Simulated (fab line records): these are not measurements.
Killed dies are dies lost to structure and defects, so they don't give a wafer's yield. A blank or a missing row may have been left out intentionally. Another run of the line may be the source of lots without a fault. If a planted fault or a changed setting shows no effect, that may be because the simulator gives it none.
Chamber matching || flow nand_harc || 3 sister chambers for NHARC_A_STAIRCASE_DEP_151 on pecvd-03
The step deposits SiO2, target thk 7200 nm. 14 wafers are shown with their chamber, then 7 later ones without.

## EACH WAFER AND ITS CHAMBER
{"wafer": "L074.1", "chamber": 0, "heater_power_w (W)": 677, "mfc_precursor_sccm (sccm)": 199.1}
{"wafer": "L074.2", "chamber": 2, "heater_power_w (W)": 873, "mfc_precursor_sccm (sccm)": 199.9}
{"wafer": "L074.4", "chamber": 2, "heater_power_w (W)": 703, "mfc_precursor_sccm (sccm)": 199.9}
{"wafer": "L079.2", "chamber": 0, "heater_power_w (W)": 571, "mfc_precursor_sccm (sccm)": 198.8}
{"wafer": "L079.5", "chamber": 0, "heater_power_w (W)": 571, "mfc_precursor_sccm (sccm)": 199.3}
{"wafer": "L079.6", "chamber": 1, "heater_power_w (W)": 614, "mfc_precursor_sccm (sccm)": 200.5}
{"wafer": "L082.1", "chamber": 1, "heater_power_w (W)": 758, "mfc_precursor_sccm (sccm)": 199.7}
{"wafer": "L082.4", "chamber": 2, "heater_power_w (W)": 697, "mfc_precursor_sccm (sccm)": 199.3}
{"wafer": "L082.6", "chamber": 0, "heater_power_w (W)": 587, "mfc_precursor_sccm (sccm)": 200.3}
{"wafer": "L083.2", "chamber": 0, "heater_power_w (W)": 710, "mfc_precursor_sccm (sccm)": 200.2}
{"wafer": "L083.4", "chamber": 2, "heater_power_w (W)": 692, "mfc_precursor_sccm (sccm)": 200.8}
{"wafer": "L083.6", "chamber": 1, "heater_power_w (W)": 604, "mfc_precursor_sccm (sccm)": 198.9}
{"wafer": "L085.1", "chamber": 1, "heater_power_w (W)": 668, "mfc_precursor_sccm (sccm)": 200.6}
{"wafer": "L085.2", "chamber": 0, "heater_power_w (W)": 675, "mfc_precursor_sccm (sccm)": 199.3}

SIGNATURES (averages over the wafers above)
{"reading": "heater_power_w", "chamber 0": 631.83, "chamber 1": 661.00, "chamber 2": 741.25, "scatter within a chamber": 72.3}
{"reading": "mfc_precursor_sccm", "chamber 0": 199.500, "chamber 1": 199.925, "chamber 2": 199.975, "scatter within a chamber": 0.667}
Rule: a wafer lies at a distance from a chamber equal to the root of the sum of squares, over the readings, of (its reading less the chamber's mean, divided by the reading's scatter). If the next closest chamber is less than 2 further off than the closest, the wafer can't be placed; otherwise it belongs to the closest. The scatter is the square root of a quotient: the sum, over the shown wafers, of each reading's squared deviation from its chamber's mean, divided by wafers minus chambers.

## WAFERS WITHOUT THEIR CHAMBER
{"wafer": "L085.3", "heater_power_w (W)": 620, "mfc_precursor_sccm (sccm)": 199.5}
{"wafer": "L091.3", "heater_power_w (W)": 679, "mfc_precursor_sccm (sccm)": 199.7}
{"wafer": "L091.4", "heater_power_w (W)": 721, "mfc_precursor_sccm (sccm)": 199.9}
{"wafer": "L091.6", "heater_power_w (W)": 596, "mfc_precursor_sccm (sccm)": 198.9}
{"wafer": "L094.1", "heater_power_w (W)": 684, "mfc_precursor_sccm (sccm)": 200.3}
{"wafer": "L094.2", "heater_power_w (W)": 891, "mfc_precursor_sccm (sccm)": 201.1}
{"wafer": "L094.4", "heater_power_w (W)": 731, "mfc_precursor_sccm (sccm)": 200.6}

## CHAMBER TAKEN BY EACH
{"wafer": "L085.3", "from the rows above": "can't be placed: 0 or 1 or 2", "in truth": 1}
{"wafer": "L091.3", "from the rows above": "can't be placed: 1 or 0 or 2", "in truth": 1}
{"wafer": "L091.4", "from the rows above": "can't be placed: 2 or 1 or 0", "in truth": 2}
{"wafer": "L091.6", "from the rows above": "can't be placed: 0 or 1 or 2", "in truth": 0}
{"wafer": "L094.1", "from the rows above": "can't be placed: 1 or 2 or 0", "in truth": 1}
{"wafer": "L094.2", "from the rows above": "can't be placed: 2 or 1 or 0", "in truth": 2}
{"wafer": "L094.4", "from the rows above": "can't be placed: 2 or 1 or 0", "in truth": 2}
Placed correctly: 0 of 7. Not placeable from these rows: 7 (in 7, the candidates include the true chamber). Wrongly placed: 0.
